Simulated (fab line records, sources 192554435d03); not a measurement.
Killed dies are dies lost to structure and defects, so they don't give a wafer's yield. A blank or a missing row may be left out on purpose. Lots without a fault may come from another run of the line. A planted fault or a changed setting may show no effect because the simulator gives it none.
Split-lot experiment | flow n5_finfet | 7 lots, 21 wafers read, on a route of 1938 steps

THE SPLIT
At N5_BEOL_M11_COAT_05 (resist thk 90 nm), the setting spin_rpm was moved away from the recipe's 1500 rpm on 9 of the 21 wafers read, by -9.7% to +10.7%. The other wafers ran this setting at the recipe's value.

The reading is taken at the split's own step.

THE READING
CAR-ArF_of_BEOL_M11_COAT_05.thk_nm (the simulator's own value, which no gauge read), in nm, at N5_BEOL_M11_COAT_05 (resist thk 90 nm). The file gives no usual value for it. The 12 wafers here that ran the recipe average 90.0 nm, standard deviation 0.33 nm.

wafer  | tool, chamber at the split | spin_rpm as run, rpm | against the recipe | CAR-ArF_of_BEOL_M11_COAT_05.thk_nm, nm | against lot-mates on the recipe
L074.3 | litho_track-02, 0          | 1548                 | +3.2%              | 88.4                                   | -1.6
L074.4 | litho_track-02, 0          | 1500                 | recipe             | 90                                     | -
L074.5 | litho_track-02, 0          | 1548                 | +3.2%              | 88.6                                   | -1.4
L080.1 | litho_track-05, 0          | 1641                 | +9.4%              | 85.8                                   | -3.9
L080.2 | litho_track-05, 0          | 1500                 | recipe             | 89.6                                   | -
L080.3 | litho_track-05, 0          | 1500                 | recipe             | 89.8                                   | -
L083.1 | litho_track-01, 0          | 1500                 | recipe             | 90                                     | -
L083.4 | litho_track-01, 0          | 1500                 | recipe             | 90.2                                   | -
L083.6 | litho_track-01, 0          | 1500                 | recipe             | 90.4                                   | -
L087.2 | litho_track-02, 0          | 1354                 | -9.7%              | 94.2                                   | +4.8
L087.4 | litho_track-02, 0          | 1354                 | -9.7%              | 93.8                                   | +4.4
L087.6 | litho_track-02, 0          | 1500                 | recipe             | 89.4                                   | -
L090.3 | litho_track-05, 0          | 1661                 | +10.7%             | 85.2                                   | -4.6
L090.6 | litho_track-05, 0          | 1661                 | +10.7%             | 85.2                                   | -4.6
L090.4 | litho_track-05, 0          | 1500                 | recipe             | 89.8                                   | -
L091.1 | litho_track-02, 0          | 1395                 | -7.0%              | 93.6                                   | +3.8
L091.5 | litho_track-02, 0          | 1395                 | -7.0%              | 93.4                                   | +3.6
L091.6 | litho_track-02, 0          | 1500                 | recipe             | 89.8                                   | -
L094.1 | litho_track-01, 0          | 1500                 | recipe             | 90.4                                   | -
L094.3 | litho_track-01, 0          | 1500                 | recipe             | 90.4                                   | -
L094.4 | litho_track-01, 0          | 1500                 | recipe             | 90.4                                   | -

THE FIT
A straight line over all 21 wafers: CAR-ArF_of_BEOL_M11_COAT_05.thk_nm changes by -0.445 nm for each +1% of spin_rpm; r = -0.99; the points scatter about the line by 0.32 nm.
The same after taking each lot's own level away (the mean of its wafers on the recipe; 21 wafers): -0.458 nm for each +1%; r = -1.00; scatter 0.21 nm.
On that fit, the largest move of spin_rpm shifts the reading by 4.9 nm.
The lots' own levels span 89.40 to 90.40 nm, that is 3.0 times the standard deviation above.
So the lot-to-lot level changes the slope little: the two slopes agree.
Check: with one of the wafers moved furthest among these (+10.7%) left out of the fit, the line predicts -4.86 nm for it against its lot-mates. It came out at -4.6 nm against them.

OTHER SPLITS ON THESE WAFERS
These wafers also went through other splits before the reading. Each is held against what the fit with the lots' levels taken away leaves over:
other split on the same wafers | wafers away from the commonest value | r with CAR-ArF_of_BEOL_M11_COAT_05.thk_nm (lot level and that fit taken away)
N5_BEOL_M10_COAT_05 spin_rpm   | 8                                    | -0.20

THE FILE'S OWN FIT
CAR-ArF_of_BEOL_M11_COAT_05.thk_nm changes by -0.452 nm for each +1% of spin_rpm, r = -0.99.
